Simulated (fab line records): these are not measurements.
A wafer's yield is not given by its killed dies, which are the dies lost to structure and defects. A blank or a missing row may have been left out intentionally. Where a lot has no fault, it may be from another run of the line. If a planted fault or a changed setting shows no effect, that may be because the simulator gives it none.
A struck lot beside a sound one    flow nand_harc    15 out of 1302 route steps
Sound: wafers L601.2, L601.5, L601.6. Wafers L599.3, L599.4, L599.6 were the ones struck. At the end, the cause is stated.
At each step with rows: each side's tool, then ch and its chambers, then its first start. Under that, the readings that differ: sound wafers    struck wafers    difference of the means    sigmas: that difference in standard deviations of wafers without a fault.
alike: readings with means less than 2 such deviations apart, plus words and numbers identical on both sides. not compared: withheld readings, readings lacking a value on some wafer, bounds such as >300 that could conceal the same value, and numbers that have no deviation in the record and whose values overlap.
The two part at a step that has a row with sigmas, a row that says differs or no value, or rows on one side only. Numbers that have no deviation but don't overlap get no sigmas and don't part them. A reading that every wafer of one side lacks parts them only if that side has two wafers or more.

first, 7 steps without rows for these wafers: NHARC_P_CONTACT_COAT_34 (time 65 s); NHARC_P_CONTACT_COAT_06 (resist thk 90 nm); NHARC_P_CONTACT_SOFTBAKE_07 (time 55 s); NHARC_P_CONTACT_EBR_08; NHARC_P_CONTACT_EXPOSE_09 (exposes mask P CA, target cd 90 nm); NHARC_P_CONTACT_PEB_10 (peb time 65 s); NHARC_P_CONTACT_DEVELOP_11 (develop time 35 s).
NHARC_P_CONTACT_CD_MEAS_12: the cd target is 90 nm.
  sound on cd_sem-01 ch 0, day 15 04:16; struck on cd_sem-03 ch 0, day 14 17:11
  alike: cd_nm
NHARC_P_CONTACT_OVL_MEAS_13:
  struck on overlay-02, day 14 17:17; sound on overlay-02, day 15 04:22
reading            sound           struck       difference  sigmas
overlay_y_nm (nm)  -0.7 -0.6 -0.2  1.2 1.6 1.8  +2.0        +3
  alike: overlay_x_nm
NHARC_P_CONTACT_INSPECT_14:
  struck on defect_inspect-02, day 14 17:19; sound on defect_inspect-02, day 15 04:23
  alike: raw_defect_count
NHARC_P_CONTACT_DESCUM_17: chemistry O2, time 3 s.
  sound on rie_diel-05 ch 2,3, day 15 04:28; struck on rie_diel-09 ch 0,3, day 14 17:24
  alike: drypump_motor_current_A, oes_product_au, rf_vpp_V, showerhead_plenum_p_Torr, throttle_valve_pct
  not compared: rf_hours_counter_h
NHARC_P_CONTACT_ETCH_35: etches the open film in CF4, target depth 39 nm, time 65 s.
  sound on rie_diel-05 ch 0,1, day 15 04:32; struck on rie_diel-09 ch 0,1, day 14 17:29
  alike: bias_w, cf4_flow_sccm, drypump_motor_current_A, oes_product_au, rf_vpp_V, showerhead_plenum_p_Torr, throttle_valve_pct
  not compared: rf_hours_counter_h
NHARC_P_CONTACT_ETCH_36: etches the open film in N2/H2, target depth 260 nm, time 406.25 s.
  sound on rie_diel-05 ch 0,1, day 15 04:40; struck on rie_diel-09 ch 0,3, day 14 17:37
  no value came back on the struck wafers for any of 7 readings (bias_w (W), chamber_pressure_mTorr (mTorr) and others); on the sound wafers bias_w (W) reads 150.4 150.2 150.3
  not compared: rf_hours_counter_h
NHARC_P_CONTACT_ETCH_18: etches the open film in C4F8/O2/Ar, target depth 481 nm, time 240.5 s.
  sound on rie_diel-05 ch 0,1,3; struck on rie_diel-09 ch 0,3
  alike: bias_w, chamber_pressure_mTorr, oes_product_au, rf_vpp_V
  not compared: rf_hours_counter_h
-- jump in the record: it breaks off in module P_CONTACT and resumes in module END (first step shown: number 1302 of the route), and 20 days separate the struck wafers' starts before and after --
NHARC_END_SORT_01:
  here the record holds rows for the struck wafers (prober-02 ch 0, day 34 15:37) but none for the sound ones

== WHERE THEY PART ==
Last at NHARC_END_SORT_01 as far as this record goes, first at NHARC_P_CONTACT_OVL_MEAS_13.

WHY: what had been put in by the simulator
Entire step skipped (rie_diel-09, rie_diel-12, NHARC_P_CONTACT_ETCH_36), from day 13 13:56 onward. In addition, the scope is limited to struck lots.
